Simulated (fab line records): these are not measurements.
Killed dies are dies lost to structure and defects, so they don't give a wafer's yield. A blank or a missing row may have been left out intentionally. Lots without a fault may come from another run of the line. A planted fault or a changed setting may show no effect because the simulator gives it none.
fab line records -- flow n5_finfet
[record] lots = 5, wafers = 15, last_day = 16
route steps=1938 shown BEOL_M7@1299 BEOL_M8@1332 BEOL_M15@1830 PASSIVATION@1936
lots that met no fault: from a run of the same line without faults
start_h: the number of hours between the record's first day and the start of the first shown wafer of the lot -- wait_h: time in hours since the lot's previous step -- " same as the row above -- L1.1+2: one row covering several wafers at once -- - value missing, or start not given -- * or withheld: withheld -- < > ~ a bound
route shown NAME@n: NAME is a module with steps in the file, n the number in the route of the first one -- usual: average and standard deviation across the fault-free wafers -- same: alike in all rows -- chamber/n: place in a boat -- sites: the reading at each site -- _std_site: standard deviation of those values -- _edge_site: outer sites' mean less inner sites' -- radius_mm: how far each site lies from the wafer's centre -- mask NAME#n: copy n -- behind: the last tool/chamber to shape the wafer -- hold: reason for holding the lot/hours on hold/outcome of the hold -- device: whichever transistor did not switch (one of n, p or np) -- end of line: tests of these same wafers at the route's end -- where a step has no rows: the recipe by itself -- killed: not the wafer's yield, but the dies lost to structure and defects at the first sort -- map: a wafer's dies, marking killed ones x, the rest . and places with no die _
set.NAME: the setting the step ran with; set.NAME@STEP: the setting that earlier step ran with -- model.NAME: the simulator's own value behind a step, which no gauge read
a table for each step, a row for each wafer; lots at some steps of the route
services: when a tool's chamber went out of use (start_h, in hours from the record's first day, below 0 if earlier), for how many hours, and the reason
[[steps]]
[step N5_BEOL_M7_DESCUM_33]
[recipe] chemistry = O2, time_s = 7, source_power_w = 50, bias_power_w = 20, pressure_mtorr = 20, rf_frequency_hz = 2.712e+07, temp_c = 40, resist = CAR-EUV, o2_flow_sccm = 225
[step N5_BEOL_M7_ETCH_72]
[recipe] chemistry = N2/H2, target = underlayer, target_depth_a = 65, mask_material = CAR-EUV, time_s = 5.2, ion_energy_ev = 200, pressure_mtorr = 30, source_w = 840, bias_w = 150, n2_flow_sccm = 200, h2_flow_sccm = 200, ends = cleared
[step N5_BEOL_M7_ETCH_65]
[recipe] chemistry = CF4, target = SiARC, target_depth_a = 156, mask_material = CAR-EUV, time_s = 26, ion_energy_ev = 80, pressure_mtorr = 40, source_w = 545, bias_w = 36, Ar_flow_sccm = 100, cf4_flow_sccm = 100, ends = cleared
[step N5_BEOL_M7_ETCH_66]
[recipe] chemistry = N2/H2, target = SOC, target_depth_a = 800, overetch_a = 160, mask_material = SiARC, temp_c = 40, time_s = 120, ion_energy_ev = 200, pressure_mtorr = 30, source_w = 840, bias_w = 150, n2_flow_sccm = 200, h2_flow_sccm = 200
[step N5_BEOL_M7_STRIP_69]
[recipe] chemistry = N2/H2, temp_c = 40, n2_flow_sccm = 200, h2_flow_sccm = 200, rf_frequency_hz = 6e+07
[step N5_BEOL_M7_STRIP_73]
[recipe] chemistry = N2/H2, temp_c = 40, n2_flow_sccm = 200, h2_flow_sccm = 200, rf_frequency_hz = 6e+07
[step N5_BEOL_M7_VIA_ETCH_34]
[recipe] chemistry = C4F6/O2, target = SiCOH_lowk, target_depth_a = 1255, mask_material = SOC, taper_deg = 4, time_s = 50.5, ion_energy_ev = 250, pressure_mtorr = 30, source_w = 345, bias_w = 185, Ar_flow_sccm = 300, C4F6_flow_sccm = 10, O2_flow_sccm = 10
[step N5_BEOL_M7_STRIP_76]
[recipe] chemistry = C4F6/O2, resist = SiARC, rf_frequency_hz = 6e+07
[step N5_BEOL_M7_STRIP_36]
[recipe] chemistry = N2/H2, power_w = 450, temp_c = 40, pressure_mtorr = 20, rf_frequency_hz = 6e+07, overash_fraction = 0.3, bias_power_w = 7, h2_frac = 0.5, n2_flow_sccm = 200, h2_flow_sccm = 200
[step N5_BEOL_M7_TRENCH_ETCH_37]
[recipe] chemistry = C4F6/O2, target_depth_a = 934.78, target = SiCOH_lowk, time_s = 31.2, ion_energy_ev = 250, pressure_mtorr = 30, source_w = 345, bias_w = 185, Ar_flow_sccm = 300, C4F6_flow_sccm = 10, O2_flow_sccm = 10
[usual] drypump_motor_current_A = 5.41/0.29, oes_ar_750_au = 0.80/0.097, oes_f_703_au = 0.79/0.098, oes_o_777_au = 0.79/0.097, oes_product_au = 0.80/0.1, rf_fwd_power_W = 340.5/1.9, rf_vpp_V = 668/9.6, showerhead_plenum_p_Torr = 2.87/0.074, throttle_valve_pct = 20.87/0.2
lot.wafer,tool,chamber,start_h,wait_h,drypump_motor_current_A,oes_ar_750_au,oes_f_703_au,oes_o_777_au,oes_product_au,rf_fwd_power_W,rf_hours_counter_h,rf_vpp_V,showerhead_plenum_p_Torr,throttle_valve_pct,model.BEOL_M7.feature_depth_nm,model.etch.depth_nm
L141.1,rie_diel-06,1,208.39,-,5.45,0.96,0.94,0.94,0.97,336.9,4,663,2.93,20.76,96.6,96.63
L141.4,rie_diel-06,3,208.39,-,5.33,0.73,0.73,0.73,0.71,341.4,177,685,2.84,21.11,91.4,91.48
L141.5,rie_diel-06,3,208.39,-,5.33,0.72,0.72,0.73,0.71,343.1,-,686,2.84,21.11,91.8,91.71
L152.2,rie_diel-06,2,257.51,-,5.90,0.64,0.54,0.56,0.68,255.3,211,765,2.81,21.22,85.2,85.13
L152.4,rie_diel-06,0,257.51,-,5.09,0.61,0.51,0.53,0.68,256.4,175,778,2.95,20.87,86.8,86.89
L152.5,rie_diel-06,3,257.51,-,5.32,0.61,0.51,0.54,0.65,259.2,-,788,2.83,21.13,83.4,83.39
L153.1,rie_diel-06,2,275.63,-,5.89,0.64,0.53,0.55,0.68,255.5,216,763,2.81,21.21,83.4,83.42
L153.2,rie_diel-06,1,275.63,-,5.43,0.76,0.63,0.66,0.84,254.3,25,762,2.92,20.78,85.8,85.75
L153.6,rie_diel-06,0,275.63,-,5.09,0.62,0.50,0.53,0.67,256.0,-,777,2.95,20.87,85.2,85.25
L154.1,rie_diel-06,0,277.27,-,5.10,0.61,0.50,0.53,0.68,255.3,181,778,2.95,20.88,85.8,85.9
L154.4,rie_diel-06,3,277.27,-,5.33,0.61,0.50,0.53,0.65,258.8,196,788,2.83,21.12,82.6,82.68
L154.6,rie_diel-06,2,277.27,-,5.93,0.63,0.53,0.57,0.68,256.1,-,762,2.81,21.21,83.6,83.6
L157.1,rie_diel-03,1,296.23,-,5.29,0.77,0.76,0.76,0.78,341.7,96,666,3.01,21.03,93.8,93.83
L157.5,rie_diel-03,0,296.23,-,5.96,0.69,0.69,0.68,0.68,341.6,-,666,2.80,20.66,90,89.91
L157.6,rie_diel-03,3,296.23,-,5.12,0.90,0.90,0.90,0.93,339.9,-,688,2.90,20.81,96,95.95
[step N5_BEOL_M7_ETCH_41]
[recipe] chemistry = CH3F/O2, target = SiCN, target_depth_a = 319, taper_deg = 2, time_s = 57.8, ion_energy_ev = 120, mask_material = TiN, pressure_mtorr = 30, source_w = 395, bias_w = 75, Ar_flow_sccm = 150, CH3F_flow_sccm = 30, O2_flow_sccm = 20
[step N5_BEOL_M7_STRIP_80]
[recipe] chemistry = N2/H2, time_s = 10, power_w = 450, temp_c = 40, pressure_mtorr = 20, rf_frequency_hz = 6e+07, bias_power_w = 7, n2_flow_sccm = 200, h2_flow_sccm = 200
[step N5_BEOL_M7_OCD_MEAS_38]
[usual] trench_depth_nm = 93.9/2
lot.wafer,tool,chamber,start_h,wait_h,trench_depth_nm
L141.1,ocd-02,-,208.54,-,96.5
L141.4,ocd-02,-,208.54,-,91.4
L141.5,ocd-02,-,208.54,-,92.0
L152.2,ocd-01,-,257.67,-,85.2
L152.4,ocd-01,-,257.67,-,87.3
L152.5,ocd-01,-,257.67,-,83.3
L153.1,ocd-01,-,275.79,-,83.8
L153.2,ocd-01,-,275.79,-,85.9
L153.6,ocd-01,-,275.79,-,85.1
L154.1,ocd-01,-,277.43,-,86.4
L154.4,ocd-01,-,277.43,-,82.0
L154.6,ocd-01,-,277.43,-,83.5
L157.1,ocd-01,-,296.39,-,93.5
L157.5,ocd-01,-,296.39,-,89.9
L157.6,ocd-01,-,296.39,-,95.8
[step N5_BEOL_M7_HM_STRIP_39]
[recipe] chemistry = peroxide_tin_strip, material = TiN, target_depth_a = 250, temp_c = 50, time_s = 158
[step N5_BEOL_M7_SRD_40]
[recipe] time_s = 30, temp_c = 23, rinse_liquid = diw, dry = ipa_marangoni
[step N5_BEOL_M7_PRECLEAN_42]
[recipe] chemistry = residue_remover, time_s = 60, temp_c = 40
[step N5_BEOL_M7_SRD_43]
[recipe] time_s = 30, temp_c = 23, rinse_liquid = diw, dry = ipa_marangoni
[step N5_BEOL_M7_CURE_75]
[recipe] temp_c = 370, time_s = 120, ambient = DMADMS/He, material = SiCOH_lowk
[step N5_BEOL_M7_DEGAS_44]
[recipe] ambient = vacuum, temp_c = 250, time_s = 60
[step N5_BEOL_M7_PRE_CLEAN_45]
[recipe] gas = H2/He, time_s = 30, temp_c = 250
[step N5_BEOL_M7_ALD_77]
[recipe] material = TaN, target_thk_a = 20, temp_c = 275, ald_precursor_family = PDMAT, ald_co_reactant = NH3, pressure_torr = 3, carrier_flow_sccm = 1500, pulse_time_s = 2, purge_time_s = 3, co_reactant_purge_time_s = 2, co_reactant_pulse_time_s = 3, ald_cycles = 40, precursor_vessel_temp_c = 75, precursor_vessel_pressure_torr = 26.25, precursor_vessel_carrier_sccm = 1000
[step N5_BEOL_M7_SURFACE_TREAT_79]
[recipe] gas = Ar, time_s = *, ion_energy_ev = *, ion_current_ma_cm2 = 0.5, pressure_mtorr = *, ar_flow_sccm = 30
[step N5_BEOL_M7_CVD_78]
[recipe] material = Co, target_thk_a = 20, temp_c = withheld, precursor = CCTBA/H2, pressure_torr = 30, time_s = 142.3
[step N5_BEOL_M7_SPUTTER_48]
[recipe] material = Cu, target_thk_a = 100, temp_c = -20, bias_v = 60, power_w = 26000, chamber_pressure_pa = 0.13, time_s = 1.667
[step N5_BEOL_M7_ECD_50]
[recipe] material = Cu, target_thk_a = 3000
[step N5_BEOL_M7_ANNEAL_51]
[recipe] temp_c = 225, time_s = 90, ambient = N2
[step N5_BEOL_M7_CMP_52]
[recipe] stop_on = SiCOH_lowk, t_overpolish_s = 6.9, down_force_psi = 1, platen_rpm = 50, clearing_platen_down_force_psi = 1.5, clearing_platen_rpm = 50, post_cmp_clean = cu_alkaline, target_thk_nm = 80, clearing_platen_pad_velocity_m_s = 0.99484, pad_velocity_m_s = 0.99484
[usual] barrier_field_endpoint_s = 28.8/0.7, motor_current_A = 6.0/0.4, overpolish_run_s = 6.899/0.0088, slurry_filter_dp_kPa = 13.51/0.14, time_to_endpoint_s = 62.2/2.8
lot.wafer,tool,chamber,start_h,wait_h,barrier_field_endpoint_s,motor_current_A,overpolish_run_s,slurry_filter_dp_kPa,time_to_endpoint_s,model.Cu_of_BEOL_M7_ECD_50.thk_nm
L141.4,cmp-01,1,210.77,0.2,29.6,6.3,6.903,13.41,60.5,77
L141.1,cmp-01,2,210.77,0.2,28.9,6.6,6.896,13.39,60.7,82.4
L141.5,cmp-01,0,210.77,0.2,29.3,6.6,6.896,13.34,59.1,78
L152.4,cmp-01,2,260.87,0.1,27.9,6.6,6.895,13.54,57.2,73.6
L152.2,cmp-01,0,260.87,0.1,27.9,6.4,6.902,13.52,61.2,71
L152.5,cmp-01,3,260.87,0.1,28.5,5.8,6.900,13.68,59.4,68.2
L153.2,cmp-03,0,279.15,0.3,28.9,5.3,6.896,13.30,60.1,70.4
L153.1,cmp-03,1,279.15,0.3,29.9,5.5,6.877,13.39,68.1,69
L153.6,cmp-03,3,279.15,0.3,30.1,5.8,6.906,13.51,63.8,73.8
L154.1,cmp-03,3,279.55,0.3,29.1,5.6,6.905,13.60,64.0,73.2
L154.4,cmp-03,0,279.55,0.3,28.9,5.3,6.901,13.61,55.9,68.8
L154.6,cmp-03,1,279.55,0.3,30.0,5.6,6.894,13.71,64.2,72
L157.1,cmp-04,0,298.63,0.3,27.4,6.4,6.892,13.55,62.1,80
L157.6,cmp-04,2,298.63,0.3,28.7,5.9,6.899,13.72,61.3,83
L157.5,cmp-04,3,298.63,0.3,28.7,5.8,6.903,13.60,63.8,75.8
[step N5_BEOL_M7_THK_MEAS_53]
[recipe] thk_meas_gauge = xrf, reads = Cu_of_BEOL_M7_ECD_50
[usual] M7_THK = 81.0/2.2
lot.wafer,tool,chamber,start_h,wait_h,M7_THK[nm]
L141.1,film_metro-01,-,210.99,-,83.4
L141.4,film_metro-01,-,210.99,-,77.8
L141.5,film_metro-01,-,210.99,-,79.3
L152.2,film_metro-01,-,261.17,-,71.5
L152.4,film_metro-01,-,261.17,-,73.9
L152.5,film_metro-01,-,261.17,-,68.5
L153.1,film_metro-02,-,279.37,-,70.5
L153.2,film_metro-02,-,279.37,-,72.2
L153.6,film_metro-02,-,279.37,-,75.2
L154.1,film_metro-02,-,279.77,-,74.3
L154.4,film_metro-02,-,279.77,-,69.7
L154.6,film_metro-02,-,279.77,-,72.6
L157.1,film_metro-02,-,298.85,-,80.2
L157.5,film_metro-02,-,298.85,-,76.0
L157.6,film_metro-02,-,298.85,-,83.2
[step N5_BEOL_M7_PRE_CLEAN_55]
[recipe] gas = NH3, time_s = 15, temp_c = withheld, rf_power_w = 300
[step N5_BEOL_M7_DEP_56]
[recipe] material = SiCN, target_thk_a = 100, temp_c = withheld, precursor = 3MS/NH3, pressure_torr = 3, rf_w = 202, time_s = 17.5
[step N5_BEOL_M7_RS_MEAS_57]
[recipe] thk_meas_gauge = four-point-probe, reads = Cu_of_BEOL_M7_ECD_50+Co_of_BEOL_M7_CVD_78+TaN_of_BEOL_M7_ALD_77
[usual] M7_RS = 0.285/0.0091
lot.wafer,tool,chamber,start_h,wait_h,M7_RS[ohm/sq]
L141.1,film_metro-01,-,211.12,0.1,0.276
L141.4,film_metro-01,-,211.12,0.1,0.299
L141.5,film_metro-01,-,211.12,0.1,0.294
L152.2,film_metro-01,-,261.33,0.1,0.329
L152.4,film_metro-01,-,261.33,0.1,0.317
L152.5,film_metro-01,-,261.33,0.1,0.346
L153.1,film_metro-02,-,279.50,0.1,0.340
L153.2,film_metro-02,-,279.50,0.1,0.333
L153.6,film_metro-02,-,279.50,0.1,0.314
L154.1,film_metro-02,-,279.90,0.1,0.318
L154.4,film_metro-02,-,279.90,0.1,0.342
L154.6,film_metro-02,-,279.90,0.1,0.324
L157.1,film_metro-02,-,298.98,0.1,0.287
L157.5,film_metro-02,-,298.98,0.1,0.305
L157.6,film_metro-02,-,298.98,0.1,0.274
[step N5_BEOL_M8_ILD_DEP_00]
[recipe] material = SiCOH_lowk, target_thk_a = 1797.5, temp_c = 300, precursor = DEMS/porogen, pressure_torr = 5, rf_w = 500, time_s = 33.4
[step N5_BEOL_M8_CURE_74]
[recipe] temp_c = 385, time_s = 240, ambient = He/Ar, material = SiCOH_lowk
[step N5_BEOL_M8_PECVD_70]
[recipe] material = SiO2, target_thk_a = 200, temp_c = 400, precursor = TEOS/O2, pressure_torr = 5.5, rf_w = 450, teos_flow_sccm = 53.8, gas = O2, flow_sccm = 3000, time_s = 22.7
[step N5_BEOL_M8_HM_DEP_02]
[recipe] material = TiN, target_thk_a = 200, temp_c = 25, chamber_pressure_pa = 0.49996
[step N5_BEOL_M8_COAT_59]
[recipe] resist = SOC, temp_c = 250, time_s = 60, spin_rpm = 1500, resist_thk_nm = 100
[step N5_BEOL_M15_RC_MEAS_101]
[usual] COMB_M10 = 1.43e-11/2.9e-12, COMB_M11 = 1.38e-11/2.6e-12, COMB_M12 = 6.1e-12/1.4e-12, COMB_M13 = 4.8e-12/1.1e-12, COMB_M14 = 3.4e-12/8e-13, COMB_M15 = 2.5e-12/6.2e-13, COMB_M5 = 3.7e-11/7.7e-12, COMB_M6 = 2.6e-11/5.1e-12, COMB_M7 = 2.5e-11/4.9e-12, COMB_M8 = 2.4e-11/5.1e-12, COMB_M9 = 1.36e-11/2.6e-12, SERP_M10 = 3.07/0.07, SERP_M11 = 3.05/0.082, SERP_M12 = 0.637/0.016, SERP_M13 = 0.308/0.0073, SERP_M14 = 0.161/0.0037, SERP_M5 = 38.4/1.5, SERP_M6 = 13.9/0.54, SERP_M7 = 13.6/0.59, SERP_M7_max_site = 14.2/0.66, SERP_M8 = 13.8/0.54, SERP_M9 = 3.05/0.088
lot.wafer,tool,chamber,start_h,wait_h,COMB_M10[S/m],COMB_M11[S/m],COMB_M12[S/m],COMB_M13[S/m],COMB_M14[S/m],COMB_M15[S/m],COMB_M5[S/m],COMB_M6[S/m],COMB_M7[S/m],COMB_M8[S/m],COMB_M9[S/m],SERP_M10[ohm/um],SERP_M11[ohm/um],SERP_M12[ohm/um],SERP_M13[ohm/um],SERP_M14[ohm/um],SERP_M5[ohm/um],SERP_M6[ohm/um],SERP_M7[ohm/um],SERP_M7_max_site[ohm/um],SERP_M8[ohm/um],SERP_M9[ohm/um]
L141.1,prober-01,0,275.11,0.0,1.09e-11,1.5e-11,6.3e-12,5.1e-12,3.7e-12,2.3e-12,3.1e-11,2.8e-11,2.4e-11,2.8e-11,1.62e-11,3.04,3.11,0.645,0.305,0.164,38.6,13.9,13.7,14.8,13.0,3.24
L141.4,prober-01,0,275.11,0.0,1.21e-11,7.2e-12,8.4e-12,6.6e-12,2.9e-12,2.2e-12,3.6e-11,2.2e-11,1.7e-11,2e-11,1.03e-11,3.16,2.98,0.657,0.306,0.165,36.8,13.6,14.2,15.0,13.3,3.25
L141.5,prober-01,0,275.11,0.0,1.4e-11,1.01e-11,6.5e-12,2.8e-12,2.6e-12,3.3e-12,4e-11,3e-11,2.6e-11,2.2e-11,9.9e-12,3.05,2.96,0.648,0.309,0.158,37.8,14.5,14.5,15.2,13.5,3.06
L152.2,prober-01,0,321.61,0.2,1.57e-11,1.28e-11,7.2e-12,7.3e-12,4.7e-12,2.9e-12,3.5e-11,2.8e-11,2.8e-11,2.3e-11,1.01e-11,2.93,3.05,0.624,0.304,0.163,37.2,12.9,15.3,16.0,14.5,3.03
L152.4,prober-01,0,321.61,0.2,1.45e-11,1.25e-11,5.2e-12,3.2e-12,3.8e-12,3.2e-12,3.1e-11,1.9e-11,3e-11,3.2e-11,1.22e-11,2.96,2.95,0.652,0.312,0.159,40.6,13.6,14.8,16.4,13.4,2.98
L152.5,prober-01,0,321.61,0.2,1.09e-11,1.2e-11,5.7e-12,5.3e-12,4e-12,2.8e-12,3.1e-11,2.6e-11,2.9e-11,2.5e-11,1.94e-11,2.99,3.09,0.635,0.310,0.162,39.4,13.0,16.0,19.0,13.6,3.04
L153.1,prober-02,0,340.03,0.0,1.22e-11,1.01e-11,5.8e-12,4.6e-12,3.4e-12,2.1e-12,4.6e-11,2.6e-11,2.3e-11,2e-11,1.36e-11,2.93,3.03,0.626,0.308,0.154,40.0,14.3,16.0,16.8,13.5,3.22
L153.2,prober-02,0,340.03,0.0,1.48e-11,1.07e-11,4.1e-12,6.7e-12,3.7e-12,1.8e-12,4.3e-11,3.1e-11,3.1e-11,2.4e-11,1.22e-11,2.93,2.97,0.671,0.318,0.155,40.9,14.4,15.6,16.1,13.3,2.93
L153.6,prober-02,0,340.03,0.0,1.67e-11,1.19e-11,3.9e-12,6.4e-12,3.7e-12,1.7e-12,3.9e-11,2.4e-11,1.8e-11,2.2e-11,1.31e-11,3.03,3.06,0.632,0.325,0.157,39.5,14.6,14.5,15.0,13.4,3.07
L154.1,prober-01,0,350.59,0.0,1.52e-11,1.65e-11,6.3e-12,4.6e-12,4e-12,3.3e-12,4.6e-11,2.3e-11,2.3e-11,2e-11,1.43e-11,3.06,3.08,0.647,0.314,0.165,38.4,14.1,15.6,16.2,13.1,2.94
L154.4,prober-01,0,350.59,0.0,1.49e-11,1.66e-11,5.2e-12,5.7e-12,4.7e-12,3.2e-12,2.9e-11,2.3e-11,2.9e-11,1.9e-11,1.18e-11,3.13,3.08,0.630,0.303,0.160,38.0,13.8,16.2,17.4,13.7,3.08
L154.6,prober-01,0,350.59,0.0,1.25e-11,1.5e-11,6.2e-12,4.5e-12,5.4e-12,4.4e-12,4.1e-11,2.2e-11,2.4e-11,2.9e-11,9.9e-12,3.02,3.01,0.648,0.305,0.164,36.9,14.1,15.3,15.6,13.8,3.02
L157.1,prober-02,0,362.10,0.0,1.5e-11,1.7e-11,6.1e-12,4.7e-12,3.6e-12,2.8e-12,3.6e-11,1.6e-11,2.9e-11,2e-11,1.5e-11,3.10,3.14,0.631,0.311,0.164,37.8,14.9,14.2,14.5,13.7,2.96
L157.5,prober-02,0,362.10,0.0,1.3e-11,1.21e-11,6.2e-12,3.5e-12,3.7e-12,2.8e-12,4e-11,1.8e-11,2.3e-11,2e-11,1.37e-11,3.06,3.04,0.651,0.318,0.164,39.2,13.7,14.4,14.7,13.1,3.06
L157.6,prober-02,0,362.10,0.0,1.59e-11,1.52e-11,5.4e-12,4.7e-12,3.5e-12,2.8e-12,3.5e-11,1.7e-11,1.7e-11,2.1e-11,1.39e-11,3.11,3.08,0.630,0.308,0.158,37.0,15.1,13.3,14.2,13.1,3.12
// sites SERP_M7 radius_mm=0,75,75,75,75,140,140,140,140
L141.1 13.0 14.0 13.2 13.5 13.1 14.3 14.5 14.8 13.7
L152.2 14.7 15.3 15.3 15.0 15.2 16.0 15.3 15.4 15.0
L153.1 16.8 16.0 16.2 15.6 16.7 16.0 15.6 15.9 16.0
L154.1 15.3 15.6 15.3 15.6 15.4 15.7 15.7 16.2 15.3
L157.1 14.2 14.2 14.5 14.3 14.2 13.3 13.4 13.5 13.5
[step N5_PASSIVATION_PROBE_49]
[usual] defect_limited_yield = 91.3/1.4, killed_at_M0_to_M3 = 36/11, killed_at_M4_up = 13/5.2, killed_at_contacts = 13/6.5, killed_at_front_end = 37/11, killed_at_other = 3.6/2.9, killed_dies = 103/17, killed_open = 68/12, killed_short = 33/7.3, sort_bin_5_function = 5.2/0.91, sort_bin_6_memory = 3.2/0.67, sort_n_pass = 1077/17, sort_yield_pct = 91.3/1.4
[same] gross_dies = 1180, killed_at_back_side = 0, sort_bin_4_leakage[%] = 0, sort_bin_8_speed[%] = 0
lot.wafer,tool,chamber,start_h,wait_h,defect_limited_yield[%],killed_at_M0_to_M3,killed_at_M4_up,killed_at_contacts,killed_at_front_end,killed_at_other,killed_dies,killed_open,killed_short,sort_bin_5_function[%],sort_bin_6_memory[%],sort_n_pass,sort_yield_pct[%]
L152.2,prober-01,-,337.51,0.1,90.4,35,8,28,36,6,113,79,32,5.7,3.6,1067,90.4
L152.4,prober-01,-,337.61,0.2,93.0,15,16,16,30,6,83,55,25,4.2,2.6,1097,93.0
L152.5,prober-01,-,337.66,0.2,94.0,20,16,19,14,2,71,51,20,3.7,2.1,1109,94.0
// killed by level:class
L152.2 MOL_CONTACT_COAG:geometric_particle:open=23 BEOL_M0_SAQP:geometric_particle:open=9 STI_FIN_REVEAL:geometric_particle:open=8 BEOL_M0_SAQP:geometric_particle:short=8 BEOL_M3:geometric_particle:open=8 DUMMY_GATE:geometric_particle:open=5 MOL_CONTACT_COAG:geometric_particle:short=5 FIN_SAQP:geometric_particle:open=4
L152.4 MOL_CONTACT_COAG:geometric_particle:open=15 STI_FIN_REVEAL:geometric_particle:open=4 GATE_CUT:geometric_particle:open=4 BEOL_M3:geometric_particle:open=4 BEOL_M5:geometric_particle:open=4 MIM_TOP_ETCH:geometric_particle:open=4 FIN_SAQP:geometric_particle:open=3 GATE_CUT:geometric_particle:short=3
L152.5 MOL_CONTACT_COAG:geometric_particle:open=14 BEOL_M4:geometric_particle:open=7 BEOL_M2:geometric_particle:open=6 MOL_CONTACT_COAG:geometric_particle:short=5 BEOL_M0_SAQP:geometric_particle:short=5 BEOL_M0_SAQP:geometric_particle:open=5 STI_FIN_REVEAL:geometric_particle:open=4 DUMMY_GATE:geometric_particle:open=2
[[services]]
tool,chamber,start_h,hours,kind
cmp-03,-,202.03,4.7,pm
rie_diel-03,3,207.89,9.7,repair
cmp-03,-,209.37,4.0,pm
cmp-03,-,213.37,-,consumable_replace:conditioner
cmp-03,-,213.37,-,consumable_replace:pad
rie_diel-03,3,218.18,-,clean
rie_diel-03,3,218.18,-,consumable_replace:focus_ring
rie_diel-03,3,218.18,18.2,scheduled_down
rie_diel-03,3,218.18,18.2,vent_cycle
cmp-04,-,218.96,4.0,pm
cmp-04,-,222.96,-,consumable_replace:conditioner
cmp-04,-,222.96,-,consumable_replace:pad
rie_diel-03,-,223.67,1.2,repair
cmp-04,-,226.06,0.5,repair
rie_diel-06,3,226.39,4.2,repair
rie_diel-06,2,227.03,16.7,repair
cmp-01,-,231.43,2.0,repair
cmp-01,-,245.83,6.2,pm
rie_diel-03,-,252.99,2.8,pm
rie_diel-03,3,257.10,10.3,repair
rie_diel-03,0,275.51,4.4,repair
cmp-01,-,279.23,5.3,pm
rie_diel-03,-,281.98,0.1,repair
rie_diel-06,0,287.29,12.3,repair
[[key]]
[first_sign] step = N5_BEOL_M7_TRENCH_ETCH_37, reading = rf_fwd_power_W, direction = down, sigmas = 44, usual = *, struck = *
[effect] step = N5_BEOL_M7_TRENCH_ETCH_37, reading = rf_vpp_V, direction = up, sigmas = 11, usual = 668, struck = 773
[effect] step = N5_BEOL_M7_OCD_MEAS_38, reading = trench_depth_nm, direction = down, sigmas = 4.7, usual = 93.9, struck = 84.7
[effect] step = N5_BEOL_M7_THK_MEAS_53, reading = M7_THK, direction = down, sigmas = 4, usual = 81.0, struck = 72.0
[effect] step = N5_BEOL_M7_RS_MEAS_57, reading = M7_RS, direction = up, sigmas = 4.8, usual = 0.285, struck = 0.329
[effect] step = N5_BEOL_M15_RC_MEAS_101, reading = SERP_M7, direction = up, sigmas = 3.2, usual = 13.6, struck = 15.5
[model_effect] step = N5_BEOL_M7_TRENCH_ETCH_37, value = BEOL_M7.feature_depth_nm, without = 94.18, struck = 84.64
[model_effect] step = N5_BEOL_M7_CMP_52, value = Cu_of_BEOL_M7_ECD_50.thk_nm, without = 80.56, struck = 71.11
met_at N5_BEOL_M7_TRENCH_ETCH_37
struck_wafers L152.2,L152.4,L152.5,L153.1,L153.2,L153.6,L154.1,L154.4,L154.6
onset_between 208.39 257.51
[fault] kind = process_parameter_drift, tool = rie_diel-06, chamber = -, onset_h = 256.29, steps = N5_BEOL_M7_TRENCH_ETCH_37, channel = source_w, offset = -82.8, shape = step, end_h = 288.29, acts_in = these_recipes_only, stated = 345
